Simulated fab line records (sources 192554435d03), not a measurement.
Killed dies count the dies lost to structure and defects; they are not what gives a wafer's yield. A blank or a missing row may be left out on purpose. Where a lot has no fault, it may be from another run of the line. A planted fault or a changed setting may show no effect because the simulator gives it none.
Which of the tools did it? -- flow n5_finfet -- 36 wafers from 12 lots sampled at 2 of the route's 1938 steps

WHAT EACH GAUGE READ, for each wafer
N5_BEOL_M9_THK_MEAS_53: measures by xrf.
lot,measured,on,M9_THK (nm)
L571,day 11 13:03,film_metro-02,144 140 144
L575,day 12 13:15,film_metro-01,138 137 137
L574,day 12 19:26,film_metro-01,144 140 141
L576,day 12 22:36,film_metro-02,141 139 139
L587,day 15 10:53,film_metro-01,145 145 140
L588,day 15 11:10,film_metro-01,139 137 140
L590,day 15 13:16,film_metro-01,144 143 142
L589,day 15 14:53,film_metro-02,138 138 138
L591,day 16 04:59,film_metro-01,146 143 144
L592,day 17 02:56,film_metro-01,145 146 148
L593,day 17 04:48,film_metro-02,142 143 142
L594,day 17 19:24,film_metro-01,142 139 141

WHICH TOOL RAN EACH LOT (tool, then ch and the chambers of the sampled wafers, then the start)
lot,N5_BEOL_M9_DEGAS_44
L571,"pvd_sputter-03, day 11 09:39"
L575,"pvd_sputter-02, day 12 10:41"
L574,"pvd_sputter-03, day 12 15:47"
L576,"pvd_sputter-03, day 12 19:17"
L587,"pvd_sputter-01, day 15 08:36"
L588,"pvd_sputter-02, day 15 08:42"
L590,"pvd_sputter-01, day 15 11:32"
L589,"pvd_sputter-02, day 15 11:38"
L591,"pvd_sputter-02, day 16 03:16"
L592,"pvd_sputter-01, day 16 22:45"
L593,"pvd_sputter-02, day 17 03:07"
L594,"pvd_sputter-02, day 17 17:52"
- N5_BEOL_M9_DEGAS_44: time 60 s.

AS READ BY THE TOOLS THEMSELVES (means over the sampled wafers that have a number; for cases with no such wafer, the mark the record gives instead)
N5_BEOL_M9_DEGAS_44.
lot,tool,heater_power_w (W)
L571,pvd_sputter-03,325
L575,pvd_sputter-02,329
L574,pvd_sputter-03,326
L576,pvd_sputter-03,325
L587,pvd_sputter-01,309
L588,pvd_sputter-02,345
L590,pvd_sputter-01,323
L589,pvd_sputter-02,358
L591,pvd_sputter-02,355
L592,pvd_sputter-01,332
L593,pvd_sputter-02,337
L594,pvd_sputter-02,337

THE ANSWER, worked out from the rows above alone
Rule: the usual values come from the lots themselves. The widest of any qualifying gaps counts: lots, ordered by their means at a reading, are off when they make up no more than a third of the lots, leave a main group of 4 or more, and stand apart from it by 3 or more times the standard deviation of that group's means. A main group whose means are all the same, to the digits that the tables above print for the reading, isn't used. Also off: a lot with no number at a reading for which 4 or more lots have one. Any other lot the step has rows for is counted as sound. The gauges are gone through in route order, then the tools' own readings, and for those a lot's mean is taken as printed above. At the first step where some lot is off, the reading lying furthest off is the one used; lots without a number count as furthest.
No lot is off at any reading shown: from this, nothing can be told.

WHAT THE SIMULATOR PUT IN
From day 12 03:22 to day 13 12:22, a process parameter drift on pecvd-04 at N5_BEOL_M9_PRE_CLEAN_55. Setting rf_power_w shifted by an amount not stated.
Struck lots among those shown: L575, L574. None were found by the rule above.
